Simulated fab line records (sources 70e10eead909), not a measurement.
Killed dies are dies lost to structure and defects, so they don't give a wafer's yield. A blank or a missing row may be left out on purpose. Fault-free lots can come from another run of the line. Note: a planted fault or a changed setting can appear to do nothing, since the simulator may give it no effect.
Chamber matching ; flow nand harc ; rie diel-12 running NHARC_P_GATE_DESCUM_48: 4 sister chambers
The step chemistry O2, time 3 s. 14 wafers are shown with their chamber, then 7 later ones without.

EACH WAFER AND ITS CHAMBER
wafer;chamber;drypump motor current A (A);showerhead plenum p Torr (Torr);oes product au (a.u.)
L075.3;1;6.2;1.95;1.006
L075.4;2;6.5;2.03;1.009
L075.5;1;6.2;1.95;1.011
L077.2;0;4.7;1.90;1.013
L077.3;1;6.2;1.95;0.990
L077.4;2;6.5;2.03;1.002
L080.1;2;6.4;2.03;1.003
L080.5;3;5.9;1.91;1.002
L080.6;1;6.2;1.95;0.999
L088.2;1;6.2;1.95;0.992
L088.3;2;6.5;2.03;0.999
L088.6;2;6.5;2.03;1.003
L094.1;3;5.9;1.91;1.005
L094.4;0;4.7;1.89;1.009

SIGNATURES, as means of the wafers listed above
reading;chamber 0;chamber 1;chamber 2;chamber 3;scatter within a chamber
drypump motor current A;4.700;6.200;6.480;5.900;0.0283
showerhead plenum p Torr;1.8950;1.9500;2.0300;1.9100;0.00224
oes product au;1.01100;0.99960;1.00320;1.00350;0.00622
Rule: for each reading, subtract the chamber's mean from the wafer's reading, divide by that reading's scatter and square the result; add these up over the readings and take the root, which gives the wafer's distance from the chamber. The wafer belongs to the nearest chamber; if the next one is less than 2 further off, it can't be placed. How the scatter is found: for the shown wafers, subtract from each reading the mean of its chamber, square and add these, divide the total by (wafers less chambers), then take the root.

WAFERS WITH NO CHAMBER GIVEN
wafer;drypump motor current A (A);showerhead plenum p Torr (Torr);oes product au (a.u.)
L094.6;6.5;2.03;1.005
L096.3;6.5;2.03;1.006
L096.4;4.7;1.89;1.010
L096.5;5.9;1.91;1.006
L097.1;5.9;1.91;1.012
L097.4;4.7;1.89;1.010
L097.5;4.8;1.89;1.005

WHICH CHAMBER EACH WENT THROUGH
wafer;from the rows above;in truth
L094.6;2;2
L096.3;2;2
L096.4;0;0
L096.5;3;3
L097.1;3;3
L097.4;0;0
L097.5;0;0
7 of 7 placed correctly. Number that these rows cannot place: 0. 0 placed wrongly.
